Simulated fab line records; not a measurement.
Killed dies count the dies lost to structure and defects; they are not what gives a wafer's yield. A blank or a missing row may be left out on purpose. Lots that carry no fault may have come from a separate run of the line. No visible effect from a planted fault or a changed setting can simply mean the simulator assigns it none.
fab line records || flow nand-harc
record: {"lots": 14, "wafers": 42, "last-day": 24}
route steps=1159 shown A_CONTACT@919 THIN_TSV@1116 END@1159
lots untouched by any fault: they come from a run of this same line in which no faults occurred
start-h: the number of hours between the record's first day and the start of the first shown wafer of the lot || wait-h: hours from the lot's prior step to this one || " same as the row above || L1.1+2: a row that stands for several wafers || - either no value or no given start || * or withheld: withheld || < > ~ a bound
route shown NAME@n: NAME is a module with steps in the file, n the number in the route of the first one || usual: mean and standard deviation over wafers with no fault || same: alike in all rows || chamber/n: place in a boat || sites: readings site by site || _std_site: standard deviation across them || _edge_site: the outer-site mean with the inner-site mean subtracted || radius-mm: for every site, how far away it sits from the centre of the wafer || mask NAME#n: copy n || behind: tool/chamber where the wafer was last shaped || hold: why the lot was held/for how many hours/how that ended || device: which transistor (n, p or np) failed to switch || end of line: tests of these same wafers at the route's end || a step without rows: its recipe alone || killed: not the wafer's yield, but the dies lost to structure and defects at the first sort || map: per-die view of a wafer (x killed, . not killed, _ where there is no die)
set.NAME: the setting as run; set.NAME@STEP: as run at that earlier step || model.NAME: the simulator's own value behind a step, which no gauge read
steps of the route over a sample of lots; a table a step, a row a wafer
services: the hour from which a tool's chamber was out of use, counted from the record's first day as start-h (under 0 if before that day), plus the number of hours and why
== steps ==
step: NHARC_A_CONTACT_STRIP_105
recipe: {"o2-flow-sccm": 400, "cos-flow-sccm": 20, "ar-flow-sccm": 0, "bias-w": 0, "chemistry": "O2/COS"}
{"lot.wafer": "L699.4+2+1", "tool": "rie-diel-06", "chamber": "3,0,1", "start-h": 388.08, "wait-h": 0.1}
{"lot.wafer": "L700.1+3+5", "tool": "rie-diel-06", "chamber": "1,2,1", "start-h": 389.19, "wait-h": 0.1}
{"lot.wafer": "L702.4+2+5", "tool": "rie-diel-11", "chamber": "1,0,2", "start-h": 393.07, "wait-h": 0.0}
{"lot.wafer": "L698.4+1+6", "tool": "rie-diel-11", "chamber": "2,0,2", "start-h": 394.19, "wait-h": 0.1}
{"lot.wafer": "L701.3+5+6", "tool": "rie-diel-06", "chamber": "1,3,0", "start-h": 410.33, "wait-h": 0.1}
{"lot.wafer": "L706.1+4+5", "tool": "rie-diel-06", "chamber": "2,0,2", "start-h": 436.05, "wait-h": 0.1}
{"lot.wafer": "L711.1+2+4", "tool": "rie-diel-06", "chamber": "1,2,3", "start-h": 456.58, "wait-h": 0.0}
{"lot.wafer": "L713.4+1+5", "tool": "rie-diel-09", "chamber": "3,1,3", "start-h": 460.14, "wait-h": 0.1}
{"lot.wafer": "L712.1+6+5", "tool": "rie-diel-06", "chamber": "1,3,0", "start-h": 462.06, "wait-h": 0.1}
{"lot.wafer": "L715.1+2+3", "tool": "rie-diel-09", "chamber": "1,2,3", "start-h": 473.51, "wait-h": 0.0}
{"lot.wafer": "L719.2+6+5", "tool": "rie-diel-09", "chamber": "2,3,0", "start-h": 494.63, "wait-h": 0.1}
{"lot.wafer": "L718.4+1+6", "tool": "rie-diel-09", "chamber": "3,1,2", "start-h": 500.29, "wait-h": 0.1}
{"lot.wafer": "L720.3+6+5", "tool": "rie-diel-11", "chamber": "2,2,0", "start-h": 510.82, "wait-h": 0.1}
{"lot.wafer": "L721.2+1+4", "tool": "rie-diel-09", "chamber": "1,3,0", "start-h": 514.51, "wait-h": 0.1}
step: NHARC_THIN_TSV_CD_MEAS_12
recipe: {"target-cd-nm": 1000, "landing-energy-ev": 500}
usual: {"cd-nm": "1000.7/1.6"}
{"lot.wafer": "L700.1", "tool": "cd-sem-02", "chamber": 0, "start-h": 431.87, "wait-h": "-", "cd-nm": 1004.4}
{"lot.wafer": "L700.3", "tool": "cd-sem-02", "chamber": 0, "start-h": 431.87, "wait-h": "-", "cd-nm": 1001.3}
{"lot.wafer": "L700.5", "tool": "cd-sem-02", "chamber": 0, "start-h": 431.87, "wait-h": "-", "cd-nm": 1002.0}
{"lot.wafer": "L702.2", "tool": "cd-sem-02", "chamber": 0, "start-h": 432.67, "wait-h": "-", "cd-nm": 999.4}
{"lot.wafer": "L702.4", "tool": "cd-sem-02", "chamber": 0, "start-h": 432.67, "wait-h": "-", "cd-nm": 1002.1}
{"lot.wafer": "L702.5", "tool": "cd-sem-02", "chamber": 0, "start-h": 432.67, "wait-h": "-", "cd-nm": 998.7}
{"lot.wafer": "L698.1", "tool": "cd-sem-03", "chamber": 0, "start-h": 433.83, "wait-h": "-", "cd-nm": 998.0}
{"lot.wafer": "L698.4", "tool": "cd-sem-03", "chamber": 0, "start-h": 433.83, "wait-h": "-", "cd-nm": 1002.0}
{"lot.wafer": "L698.6", "tool": "cd-sem-03", "chamber": 0, "start-h": 433.83, "wait-h": "-", "cd-nm": 1000.3}
{"lot.wafer": "L699.1", "tool": "cd-sem-02", "chamber": 0, "start-h": 435.05, "wait-h": "-", "cd-nm": 999.2}
{"lot.wafer": "L699.2", "tool": "cd-sem-02", "chamber": 0, "start-h": 435.05, "wait-h": "-", "cd-nm": 1002.0}
{"lot.wafer": "L699.4", "tool": "cd-sem-02", "chamber": 0, "start-h": 435.05, "wait-h": "-", "cd-nm": 1002.2}
{"lot.wafer": "L701.3", "tool": "cd-sem-02", "chamber": 0, "start-h": 449.81, "wait-h": "-", "cd-nm": 1002.5}
{"lot.wafer": "L701.5", "tool": "cd-sem-02", "chamber": 0, "start-h": 449.81, "wait-h": "-", "cd-nm": 1001.8}
{"lot.wafer": "L701.6", "tool": "cd-sem-02", "chamber": 0, "start-h": 449.81, "wait-h": "-", "cd-nm": 1001.9}
{"lot.wafer": "L706.1", "tool": "cd-sem-03", "chamber": 0, "start-h": 475.51, "wait-h": "-", "cd-nm": 1001.3}
{"lot.wafer": "L706.4", "tool": "cd-sem-03", "chamber": 0, "start-h": 475.51, "wait-h": "-", "cd-nm": 999.8}
{"lot.wafer": "L706.5", "tool": "cd-sem-03", "chamber": 0, "start-h": 475.51, "wait-h": "-", "cd-nm": 1000.9}
{"lot.wafer": "L711.1", "tool": "cd-sem-03", "chamber": 0, "start-h": 493.72, "wait-h": "-", "cd-nm": 1002.8}
{"lot.wafer": "L711.2", "tool": "cd-sem-03", "chamber": 0, "start-h": 493.72, "wait-h": "-", "cd-nm": 1004.1}
{"lot.wafer": "L711.4", "tool": "cd-sem-03", "chamber": 0, "start-h": 493.72, "wait-h": "-", "cd-nm": 1000.0}
{"lot.wafer": "L713.1", "tool": "cd-sem-01", "chamber": 0, "start-h": 502.13, "wait-h": "-", "cd-nm": 999.3}
{"lot.wafer": "L713.4", "tool": "cd-sem-01", "chamber": 0, "start-h": 502.13, "wait-h": "-", "cd-nm": 1000.6}
{"lot.wafer": "L713.5", "tool": "cd-sem-01", "chamber": 0, "start-h": 502.13, "wait-h": "-", "cd-nm": 1000.6}
{"lot.wafer": "L712.1", "tool": "cd-sem-01", "chamber": 0, "start-h": 503.48, "wait-h": "-", "cd-nm": 1001.6}
{"lot.wafer": "L712.5", "tool": "cd-sem-01", "chamber": 0, "start-h": 503.48, "wait-h": "-", "cd-nm": 1000.4}
{"lot.wafer": "L712.6", "tool": "cd-sem-01", "chamber": 0, "start-h": 503.48, "wait-h": "-", "cd-nm": 998.1}
{"lot.wafer": "L715.1", "tool": "cd-sem-01", "chamber": 0, "start-h": 519.02, "wait-h": "-", "cd-nm": 1000.3}
{"lot.wafer": "L715.2", "tool": "cd-sem-01", "chamber": 0, "start-h": 519.02, "wait-h": "-", "cd-nm": 1000.2}
{"lot.wafer": "L715.3", "tool": "cd-sem-01", "chamber": 0, "start-h": 519.02, "wait-h": "-", "cd-nm": 1001.4}
{"lot.wafer": "L719.2", "tool": "cd-sem-01", "chamber": 0, "start-h": 540.34, "wait-h": "-", "cd-nm": 1003.2}
{"lot.wafer": "L719.5", "tool": "cd-sem-01", "chamber": 0, "start-h": 540.34, "wait-h": "-", "cd-nm": 999.7}
{"lot.wafer": "L719.6", "tool": "cd-sem-01", "chamber": 0, "start-h": 540.34, "wait-h": "-", "cd-nm": 1001.4}
{"lot.wafer": "L718.1", "tool": "cd-sem-03", "chamber": 0, "start-h": 542.64, "wait-h": "-", "cd-nm": 1000.9}
{"lot.wafer": "L718.4", "tool": "cd-sem-03", "chamber": 0, "start-h": 542.64, "wait-h": "-", "cd-nm": 1002.2}
{"lot.wafer": "L718.6", "tool": "cd-sem-03", "chamber": 0, "start-h": 542.64, "wait-h": "-", "cd-nm": 998.3}
{"lot.wafer": "L721.1", "tool": "cd-sem-02", "chamber": 0, "start-h": 553.44, "wait-h": "-", "cd-nm": 1001.2}
{"lot.wafer": "L721.2", "tool": "cd-sem-02", "chamber": 0, "start-h": 553.44, "wait-h": "-", "cd-nm": 999.9}
{"lot.wafer": "L721.4", "tool": "cd-sem-02", "chamber": 0, "start-h": 553.44, "wait-h": "-", "cd-nm": 1001.3}
{"lot.wafer": "L720.3", "tool": "cd-sem-03", "chamber": 0, "start-h": 554.63, "wait-h": "-", "cd-nm": 1002.6}
{"lot.wafer": "L720.5", "tool": "cd-sem-03", "chamber": 0, "start-h": 554.63, "wait-h": "-", "cd-nm": 999.1}
{"lot.wafer": "L720.6", "tool": "cd-sem-03", "chamber": 0, "start-h": 554.63, "wait-h": "-", "cd-nm": 1002.2}
step: NHARC_THIN_TSV_PVD_51
recipe: {"target-thk-a": 1000, "chamber-pressure-pa": 5, "material": "Cu"}
usual: {"throttle-valve-pct": "30.0/1.3"}
{"lot.wafer": "L700.3", "tool": "pvd-sputter-02", "chamber": "-", "start-h": "-", "wait-h": "-", "throttle-valve-pct": 30.1}
{"lot.wafer": "L700.1", "tool": "pvd-sputter-02", "chamber": "-", "start-h": "-", "wait-h": "-", "throttle-valve-pct": 28.4}
{"lot.wafer": "L700.5", "tool": "pvd-sputter-02", "chamber": "-", "start-h": "-", "wait-h": "-", "throttle-valve-pct": 30.1}
{"lot.wafer": "L702.2", "tool": "pvd-sputter-01", "chamber": "-", "start-h": "-", "wait-h": "-", "throttle-valve-pct": 31.1}
{"lot.wafer": "L702.4", "tool": "pvd-sputter-01", "chamber": "-", "start-h": "-", "wait-h": "-", "throttle-valve-pct": 28.8}
{"lot.wafer": "L702.5", "tool": "pvd-sputter-01", "chamber": "-", "start-h": "-", "wait-h": "-", "throttle-valve-pct": 29.0}
{"lot.wafer": "L698.4", "tool": "pvd-sputter-01", "chamber": "-", "start-h": "-", "wait-h": "-", "throttle-valve-pct": 29.2}
{"lot.wafer": "L698.1", "tool": "pvd-sputter-01", "chamber": "-", "start-h": "-", "wait-h": "-", "throttle-valve-pct": 30.9}
{"lot.wafer": "L698.6", "tool": "pvd-sputter-01", "chamber": "-", "start-h": "-", "wait-h": "-", "throttle-valve-pct": 29.1}
{"lot.wafer": "L699.1", "tool": "pvd-sputter-03", "chamber": "-", "start-h": "-", "wait-h": "-", "throttle-valve-pct": 30.7}
{"lot.wafer": "L699.4", "tool": "pvd-sputter-03", "chamber": "-", "start-h": "-", "wait-h": "-", "throttle-valve-pct": 33.2}
{"lot.wafer": "L699.2", "tool": "pvd-sputter-03", "chamber": "-", "start-h": "-", "wait-h": "-", "throttle-valve-pct": 29.8}
{"lot.wafer": "L701.3", "tool": "pvd-sputter-03", "chamber": "-", "start-h": "-", "wait-h": "-", "throttle-valve-pct": 29.6}
{"lot.wafer": "L701.6", "tool": "pvd-sputter-03", "chamber": "-", "start-h": "-", "wait-h": "-", "throttle-valve-pct": 28.6}
{"lot.wafer": "L701.5", "tool": "pvd-sputter-03", "chamber": "-", "start-h": "-", "wait-h": "-", "throttle-valve-pct": 30.9}
{"lot.wafer": "L706.1", "tool": "pvd-sputter-01", "chamber": "-", "start-h": "-", "wait-h": "-", "throttle-valve-pct": 31.2}
{"lot.wafer": "L706.4", "tool": "pvd-sputter-01", "chamber": "-", "start-h": "-", "wait-h": "-", "throttle-valve-pct": 28.7}
{"lot.wafer": "L706.5", "tool": "pvd-sputter-01", "chamber": "-", "start-h": "-", "wait-h": "-", "throttle-valve-pct": 29.1}
{"lot.wafer": "L711.1", "tool": "pvd-sputter-03", "chamber": "-", "start-h": "-", "wait-h": "-", "throttle-valve-pct": 30.4}
{"lot.wafer": "L711.2", "tool": "pvd-sputter-03", "chamber": "-", "start-h": "-", "wait-h": "-", "throttle-valve-pct": 32.0}
{"lot.wafer": "L711.4", "tool": "pvd-sputter-03", "chamber": "-", "start-h": "-", "wait-h": "-", "throttle-valve-pct": 29.0}
{"lot.wafer": "L713.1", "tool": "pvd-sputter-01", "chamber": "-", "start-h": "-", "wait-h": "-", "throttle-valve-pct": 30.8}
{"lot.wafer": "L713.4", "tool": "pvd-sputter-01", "chamber": "-", "start-h": "-", "wait-h": "-", "throttle-valve-pct": 31.4}
{"lot.wafer": "L713.5", "tool": "pvd-sputter-01", "chamber": "-", "start-h": "-", "wait-h": "-", "throttle-valve-pct": 30.8}
{"lot.wafer": "L712.1", "tool": "pvd-sputter-03", "chamber": "-", "start-h": "-", "wait-h": "-", "throttle-valve-pct": 28.9}
{"lot.wafer": "L712.6", "tool": "pvd-sputter-03", "chamber": "-", "start-h": "-", "wait-h": "-", "throttle-valve-pct": 30.1}
{"lot.wafer": "L712.5", "tool": "pvd-sputter-03", "chamber": "-", "start-h": "-", "wait-h": "-", "throttle-valve-pct": 31.9}
{"lot.wafer": "L715.2", "tool": "pvd-sputter-03", "chamber": "-", "start-h": "-", "wait-h": "-", "throttle-valve-pct": 28.8}
{"lot.wafer": "L715.3", "tool": "pvd-sputter-03", "chamber": "-", "start-h": "-", "wait-h": "-", "throttle-valve-pct": 30.4}
{"lot.wafer": "L715.1", "tool": "pvd-sputter-03", "chamber": "-", "start-h": "-", "wait-h": "-", "throttle-valve-pct": 31.9}
{"lot.wafer": "L719.2", "tool": "pvd-sputter-01", "chamber": "-", "start-h": "-", "wait-h": "-", "throttle-valve-pct": 31.9}
{"lot.wafer": "L719.5", "tool": "pvd-sputter-01", "chamber": "-", "start-h": "-", "wait-h": "-", "throttle-valve-pct": 30.2}
{"lot.wafer": "L719.6", "tool": "pvd-sputter-01", "chamber": "-", "start-h": "-", "wait-h": "-", "throttle-valve-pct": 28.3}
{"lot.wafer": "L718.1", "tool": "pvd-sputter-02", "chamber": "-", "start-h": "-", "wait-h": "-", "throttle-valve-pct": 30.9}
{"lot.wafer": "L718.4", "tool": "pvd-sputter-02", "chamber": "-", "start-h": "-", "wait-h": "-", "throttle-valve-pct": 29.9}
{"lot.wafer": "L718.6", "tool": "pvd-sputter-02", "chamber": "-", "start-h": "-", "wait-h": "-", "throttle-valve-pct": 31.7}
{"lot.wafer": "L721.4", "tool": "pvd-sputter-01", "chamber": "-", "start-h": "-", "wait-h": "-", "throttle-valve-pct": 30.3}
{"lot.wafer": "L721.2", "tool": "pvd-sputter-01", "chamber": "-", "start-h": "-", "wait-h": "-", "throttle-valve-pct": 28.5}
{"lot.wafer": "L721.1", "tool": "pvd-sputter-01", "chamber": "-", "start-h": "-", "wait-h": "-", "throttle-valve-pct": 28.9}
{"lot.wafer": "L720.3", "tool": "pvd-sputter-01", "chamber": "-", "start-h": "-", "wait-h": "-", "throttle-valve-pct": 28.4}
{"lot.wafer": "L720.5", "tool": "pvd-sputter-01", "chamber": "-", "start-h": "-", "wait-h": "-", "throttle-valve-pct": 31.8}
{"lot.wafer": "L720.6", "tool": "pvd-sputter-01", "chamber": "-", "start-h": "-", "wait-h": "-", "throttle-valve-pct": 28.5}
step: NHARC_THIN_TSV_CD_MEAS_33
recipe: {"target-cd-nm": 5000, "landing-energy-ev": 500}
usual: {"cd-nm": "4999.5/1.8"}
{"lot.wafer": "L700.1", "tool": "cd-sem-02", "chamber": 0, "start-h": 437.80, "wait-h": "-", "cd-nm": 4997.1}
{"lot.wafer": "L700.3", "tool": "cd-sem-02", "chamber": 0, "start-h": 437.80, "wait-h": "-", "cd-nm": 4998.2}
{"lot.wafer": "L700.5", "tool": "cd-sem-02", "chamber": 0, "start-h": 437.80, "wait-h": "-", "cd-nm": 4998.1}
{"lot.wafer": "L702.2", "tool": "cd-sem-03", "chamber": 0, "start-h": 438.50, "wait-h": "-", "cd-nm": 5001.2}
{"lot.wafer": "L702.4", "tool": "cd-sem-03", "chamber": 0, "start-h": 438.50, "wait-h": "-", "cd-nm": 4999.9}
{"lot.wafer": "L702.5", "tool": "cd-sem-03", "chamber": 0, "start-h": 438.50, "wait-h": "-", "cd-nm": 4997.7}
{"lot.wafer": "L698.1", "tool": "cd-sem-01", "chamber": 0, "start-h": 439.93, "wait-h": "-", "cd-nm": 4997.9}
{"lot.wafer": "L698.4", "tool": "cd-sem-01", "chamber": 0, "start-h": 439.93, "wait-h": "-", "cd-nm": 5003.8}
{"lot.wafer": "L698.6", "tool": "cd-sem-01", "chamber": 0, "start-h": 439.93, "wait-h": "-", "cd-nm": 5001.9}
{"lot.wafer": "L699.1", "tool": "cd-sem-02", "chamber": 0, "start-h": 441.03, "wait-h": "-", "cd-nm": 4999.3}
{"lot.wafer": "L699.2", "tool": "cd-sem-02", "chamber": 0, "start-h": 441.03, "wait-h": "-", "cd-nm": 4999.9}
{"lot.wafer": "L699.4", "tool": "cd-sem-02", "chamber": 0, "start-h": 441.03, "wait-h": "-", "cd-nm": 5000.5}
{"lot.wafer": "L701.3", "tool": "cd-sem-03", "chamber": 0, "start-h": 456.71, "wait-h": "-", "cd-nm": 4997.9}
{"lot.wafer": "L701.5", "tool": "cd-sem-03", "chamber": 0, "start-h": 456.71, "wait-h": "-", "cd-nm": 4997.0}
{"lot.wafer": "L701.6", "tool": "cd-sem-03", "chamber": 0, "start-h": 456.71, "wait-h": "-", "cd-nm": 4999.6}
{"lot.wafer": "L706.1", "tool": "cd-sem-02", "chamber": 0, "start-h": 481.46, "wait-h": "-", "cd-nm": 4996.9}
{"lot.wafer": "L706.4", "tool": "cd-sem-02", "chamber": 0, "start-h": 481.46, "wait-h": "-", "cd-nm": 4999.1}
{"lot.wafer": "L706.5", "tool": "cd-sem-02", "chamber": 0, "start-h": 481.46, "wait-h": "-", "cd-nm": 5000.1}
{"lot.wafer": "L711.1", "tool": "cd-sem-02", "chamber": 0, "start-h": 499.49, "wait-h": "-", "cd-nm": 4998.7}
{"lot.wafer": "L711.2", "tool": "cd-sem-02", "chamber": 0, "start-h": 499.49, "wait-h": "-", "cd-nm": 5002.5}
{"lot.wafer": "L711.4", "tool": "cd-sem-02", "chamber": 0, "start-h": 499.49, "wait-h": "-", "cd-nm": 5001.0}
{"lot.wafer": "L713.1", "tool": "cd-sem-03", "chamber": 0, "start-h": 508.49, "wait-h": "-", "cd-nm": 4997.4}
{"lot.wafer": "L713.4", "tool": "cd-sem-03", "chamber": 0, "start-h": 508.49, "wait-h": "-", "cd-nm": 5000.4}
{"lot.wafer": "L713.5", "tool": "cd-sem-03", "chamber": 0, "start-h": 508.49, "wait-h": "-", "cd-nm": 5000.9}
{"lot.wafer": "L712.1", "tool": "cd-sem-02", "chamber": 0, "start-h": 509.64, "wait-h": "-", "cd-nm": 5000.4}
{"lot.wafer": "L712.5", "tool": "cd-sem-02", "chamber": 0, "start-h": 509.64, "wait-h": "-", "cd-nm": 4999.4}
{"lot.wafer": "L712.6", "tool": "cd-sem-02", "chamber": 0, "start-h": 509.64, "wait-h": "-", "cd-nm": 4998.7}
{"lot.wafer": "L715.1", "tool": "cd-sem-02", "chamber": 0, "start-h": 525.00, "wait-h": "-", "cd-nm": 5000.4}
{"lot.wafer": "L715.2", "tool": "cd-sem-02", "chamber": 0, "start-h": 525.00, "wait-h": "-", "cd-nm": 4999.4}
{"lot.wafer": "L715.3", "tool": "cd-sem-02", "chamber": 0, "start-h": 525.00, "wait-h": "-", "cd-nm": 4997.7}
{"lot.wafer": "L719.2", "tool": "cd-sem-03", "chamber": 0, "start-h": 546.23, "wait-h": "-", "cd-nm": 4998.0}
{"lot.wafer": "L719.5", "tool": "cd-sem-03", "chamber": 0, "start-h": 546.23, "wait-h": "-", "cd-nm": 5001.5}
{"lot.wafer": "L719.6", "tool": "cd-sem-03", "chamber": 0, "start-h": 546.23, "wait-h": "-", "cd-nm": 5000.1}
{"lot.wafer": "L718.1", "tool": "cd-sem-02", "chamber": 0, "start-h": 548.87, "wait-h": "-", "cd-nm": 4999.7}
{"lot.wafer": "L718.4", "tool": "cd-sem-02", "chamber": 0, "start-h": 548.87, "wait-h": "-", "cd-nm": 4998.5}
{"lot.wafer": "L718.6", "tool": "cd-sem-02", "chamber": 0, "start-h": 548.87, "wait-h": "-", "cd-nm": 4996.0}
{"lot.wafer": "L721.1", "tool": "cd-sem-03", "chamber": 0, "start-h": 559.34, "wait-h": "-", "cd-nm": 4999.5}
{"lot.wafer": "L721.2", "tool": "cd-sem-03", "chamber": 0, "start-h": 559.34, "wait-h": "-", "cd-nm": 4997.4}
{"lot.wafer": "L721.4", "tool": "cd-sem-03", "chamber": 0, "start-h": 559.34, "wait-h": "-", "cd-nm": 5001.5}
{"lot.wafer": "L720.3", "tool": "cd-sem-03", "chamber": 0, "start-h": 560.51, "wait-h": "-", "cd-nm": 5002.3}
{"lot.wafer": "L720.5", "tool": "cd-sem-03", "chamber": 0, "start-h": 560.51, "wait-h": "-", "cd-nm": 5001.6}
{"lot.wafer": "L720.6", "tool": "cd-sem-03", "chamber": 0, "start-h": 560.51, "wait-h": "-", "cd-nm": 5002.6}
step: NHARC_END_SORT_01
recipe: {"temp-c": 25}
usual: {"killed-at-array": "29/11", "killed-at-other": "0.7/1.1", "killed-at-periphery": "2.9/2.2", "killed-dies": "33/11", "killed-open": "3.1/1.8", "killed-short": "1.9/1.4"}
same: {"gross-dies": 677}
{"lot.wafer": "L711.1", "tool": "prober-02", "chamber": 0, "start-h": 505.85, "wait-h": 2.5, "killed-at-array": 29, "killed-at-other": 1, "killed-at-periphery": 3, "killed-dies": 33, "killed-open": 2, "killed-short": 0}
{"lot.wafer": "L711.2", "tool": "prober-02", "chamber": 0, "start-h": 506.65, "wait-h": 2.8, "killed-at-array": 39, "killed-at-other": 1, "killed-at-periphery": 2, "killed-dies": 42, "killed-open": 1, "killed-short": 4}
{"lot.wafer": "L711.4", "tool": "prober-02", "chamber": 0, "start-h": 508.25, "wait-h": 3.4, "killed-at-array": 101, "killed-at-other": 0, "killed-at-periphery": 3, "killed-dies": 104, "killed-open": 2, "killed-short": 0}
{"lot.wafer": "L712.1", "tool": "prober-02", "chamber": 0, "start-h": 517.37, "wait-h": 2.5, "killed-at-array": 15, "killed-at-other": 0, "killed-at-periphery": 1, "killed-dies": 16, "killed-open": 1, "killed-short": 0}
{"lot.wafer": "L712.5", "tool": "prober-02", "chamber": 0, "start-h": 520.50, "wait-h": 3.6, "killed-at-array": 12, "killed-at-other": 4, "killed-at-periphery": 4, "killed-dies": 20, "killed-open": 3, "killed-short": 1}
{"lot.wafer": "L712.6", "tool": "prober-02", "chamber": 0, "start-h": 521.28, "wait-h": 3.9, "killed-at-array": 83, "killed-at-other": 0, "killed-at-periphery": 2, "killed-dies": 85, "killed-open": 1, "killed-short": 0}
killed by level:class
L711.1 A_CHANNEL_HOLE_D1:chamber-film-flake=19 A_SLIT:chamber-film-flake=8 P_STI:chamber-film-flake=3 A_BLC:geometric-particle:open=1 STARTING-WAFER:geometric-particle:open=1 A_CONTACT:chamber-film-flake=1
L711.2 A_CHANNEL_HOLE_D1:chamber-film-flake=17 A_SLIT:chamber-film-flake=13 A_WL_FILL:chamber-film-flake=2 A_STAIRCASE:chamber-film-flake=2 A_CHANNEL_FILL_D1:geometric-particle:short=1 A_SGD_CUT:geometric-particle:open=1 A_WL_FILL:geometric-particle:short=1 A_M0:geometric-particle:short=1
L711.4 A_CONTACT:unspecified=64 A_CHANNEL_HOLE_D1:chamber-film-flake=19 A_SLIT:chamber-film-flake=14 P_STI:chamber-film-flake=3 A_ONON_D1:geometric-particle:open=1 A_CHANNEL_HOLE_D1:geometric-particle:open=1 A_ZERO_WELL:chamber-film-flake=1 A_STAIRCASE:chamber-film-flake=1
L712.1 A_STAIRCASE:chamber-film-flake=6 A_CHANNEL_HOLE_D1:chamber-film-flake=3 A_CHANNEL_FILL_D1:chamber-film-flake=3 A_ONON_D1:geometric-particle:open=1 P_STI:chamber-film-flake=1 A_WL_FILL:chamber-film-flake=1 A_CONTACT:chamber-film-flake=1
L712.5 A_CHANNEL_HOLE_D1:chamber-film-flake=7 A_STAIRCASE:chamber-film-flake=3 P_STI:chamber-film-flake=2 THIN_TSV:chamber-film-flake=2 P_CONTACT:geometric-particle:open=1 P_M0:geometric-particle:open=1 A_ONON_D1:geometric-particle:open=1 STARTING-WAFER:geometric-particle:short=1
L712.6 A_CONTACT:unspecified=68 A_STAIRCASE:chamber-film-flake=9 A_CHANNEL_HOLE_D1:chamber-film-flake=3 A_CONTACT:geometric-particle:open=1 P_ZERO_WELL:chamber-film-flake=1 P_STI:chamber-film-flake=1 A_CHANNEL_FILL_D1:chamber-film-flake=1 A_SLIT:chamber-film-flake=1
== services ==
{"tool": "rie-diel-11", "chamber": "-", "start-h": 366.57, "hours": 9.0, "kind": "pm"}
{"tool": "rie-diel-06", "chamber": 0, "start-h": 372.82, "hours": "-", "kind": "clean"}
{"tool": "rie-diel-06", "chamber": 1, "start-h": 372.82, "hours": "-", "kind": "clean"}
{"tool": "rie-diel-06", "chamber": 2, "start-h": 372.82, "hours": "-", "kind": "clean"}
{"tool": "rie-diel-06", "chamber": 3, "start-h": 372.82, "hours": "-", "kind": "clean"}
{"tool": "pvd-sputter-02", "chamber": "-", "start-h": 392.01, "hours": 10.0, "kind": "pm"}
{"tool": "rie-diel-09", "chamber": 2, "start-h": 401.76, "hours": 4.6, "kind": "repair"}
{"tool": "pvd-sputter-02", "chamber": "-", "start-h": 411.04, "hours": 2.2, "kind": "repair"}
{"tool": "rie-diel-09", "chamber": 0, "start-h": 414.73, "hours": 17.9, "kind": "repair"}
{"tool": "rie-diel-11", "chamber": 0, "start-h": 415.66, "hours": 3.6, "kind": "repair"}
{"tool": "rie-diel-06", "chamber": "-", "start-h": 418.20, "hours": 9.0, "kind": "pm"}
{"tool": "rie-diel-06", "chamber": 3, "start-h": 430.53, "hours": 1.5, "kind": "repair"}
{"tool": "rie-diel-09", "chamber": "-", "start-h": 431.22, "hours": 9.0, "kind": "pm"}
{"tool": "rie-diel-06", "chamber": 0, "start-h": 443.98, "hours": 8.6, "kind": "repair"}
{"tool": "pvd-sputter-01", "chamber": "-", "start-h": 458.60, "hours": 0.9, "kind": "repair"}
{"tool": "pvd-sputter-03", "chamber": "-", "start-h": 459.21, "hours": 10.0, "kind": "pm"}
{"tool": "pvd-sputter-03", "chamber": "-", "start-h": 481.22, "hours": 5.5, "kind": "repair"}
{"tool": "pvd-sputter-01", "chamber": "-", "start-h": 483.70, "hours": 3.6, "kind": "repair"}
{"tool": "rie-diel-06", "chamber": 2, "start-h": 502.43, "hours": 5.0, "kind": "repair"}
{"tool": "rie-diel-11", "chamber": 3, "start-h": 506.89, "hours": 14.9, "kind": "repair"}
{"tool": "rie-diel-06", "chamber": 0, "start-h": 508.47, "hours": 4.6, "kind": "repair"}
{"tool": "pvd-sputter-01", "chamber": "-", "start-h": 514.03, "hours": 10.0, "kind": "pm"}
{"tool": "rie-diel-09", "chamber": 1, "start-h": 532.81, "hours": 10.2, "kind": "repair"}
{"tool": "rie-diel-11", "chamber": "-", "start-h": 543.57, "hours": 9.0, "kind": "pm"}
== key ==
first-sign: {"step": "NHARC_END_SORT_01", "reading": "killed-at-array", "direction": "up", "sigmas": 5.6, "usual": 29, "struck": 92}
effect: {"step": "NHARC_END_SORT_01", "reading": "killed-dies", "direction": "up", "sigmas": 5.6, "usual": 33, "struck": 94}
more-kills-born-at: {"NHARC_A_CONTACT_STRIP_105@rie-diel-06": 132}
met-at NHARC_A_CONTACT_STRIP_105
struck-lots L711,L712
struck-wafers L711.4,L712.6
tester-left-out L711,L712
not-acting-at NHARC_THIN_TSV_CD_MEAS_12,NHARC_THIN_TSV_PVD_51,NHARC_THIN_TSV_CD_MEAS_33
onset-between 410.33 456.58
fault: {"kind": "chamber-particle-source", "tool": "rie-diel-06", "chamber": 3, "onset-h": 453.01, "steps": "NHARC_A_CONTACT_STRIP_105", "rate-per-visit-cm2": 0.93781, "end-h": 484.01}
tester-left-out: of these lots the tester's yield and bins aren't shown, on N5 and GAA mostly nor the transistor test; their killed dies are dies lost to structure and defects alone, not to doping, threshold or leakage, so they don't give the yield
